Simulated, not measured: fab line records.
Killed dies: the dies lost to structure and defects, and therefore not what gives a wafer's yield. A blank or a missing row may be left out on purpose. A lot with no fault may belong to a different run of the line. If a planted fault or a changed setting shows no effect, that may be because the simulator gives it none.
Matching of chambers	flow n5 finfet	N5_FIN_SAQP_ETCH_67 on rie diel-04 has 4 sister chambers
The step etches SiNx in CH3F/O2, target depth 30 nm. 14 wafers are shown with their chamber, then 7 later ones without.

== EACH WAFER AND ITS CHAMBER ==
wafer	chamber	drypump motor current A (A)	showerhead plenum p Torr (Torr)	throttle valve pct (%)
L075.2	2	6.2	2.00	16.30
L075.4	1	5.3	2.08	16.29
L075.6	2	6.2	2.00	16.27
L078.1	1	5.3	2.08	16.31
L078.3	0	6.0	1.99	16.22
L078.4	3	5.4	2.08	16.48
L082.3	2	6.2	2.00	16.32
L082.5	0	6.0	1.98	16.25
L082.6	3	5.3	2.08	16.51
L088.3	3	5.3	2.07	16.51
L088.5	2	6.2	1.99	16.34
L088.6	3	5.3	2.07	16.51
L091.1	1	5.3	2.07	16.35
L091.3	3	5.4	2.07	16.54

SIGNATURES (averages over the wafers above)
reading	chamber 0	chamber 1	chamber 2	chamber 3	scatter within a chamber
drypump motor current A	6.000	5.300	6.200	5.340	0.0346
showerhead plenum p Torr	1.9850	2.0767	1.9975	2.0740	0.00558
throttle valve pct	16.2350	16.3167	16.3075	16.5100	0.0261
Rule: distance of a wafer from a chamber = root of the sum over the readings of ((wafer's reading minus chamber's mean) / reading's scatter) squared. The wafer belongs to the nearest chamber; if the next one is less than 2 further off, it can't be placed. The scatter: take each reading less its chamber's mean, square it, sum over the shown wafers, divide by the number of wafers less the number of chambers, and take the root.

== WAFERS WITH NO CHAMBER GIVEN ==
wafer	drypump motor current A (A)	showerhead plenum p Torr (Torr)	throttle valve pct (%)
L091.4	6.0	1.98	16.27
L094.1	6.0	1.98	16.28
L094.2	6.3	1.99	16.33
L094.6	6.0	1.98	16.27
L095.1	6.0	1.98	16.28
L095.4	6.0	1.98	16.27
L095.6	6.2	1.99	16.33

== WHICH CHAMBER EACH WENT THROUGH ==
wafer	from the rows above	in truth
L091.4	0	0
L094.1	0	0
L094.2	2	2
L094.6	0	0
L095.1	0	0
L095.4	0	0
L095.6	2	2
Correct placement for 7 of the 7. Not placeable from these rows: 0. Placed wrongly: 0.
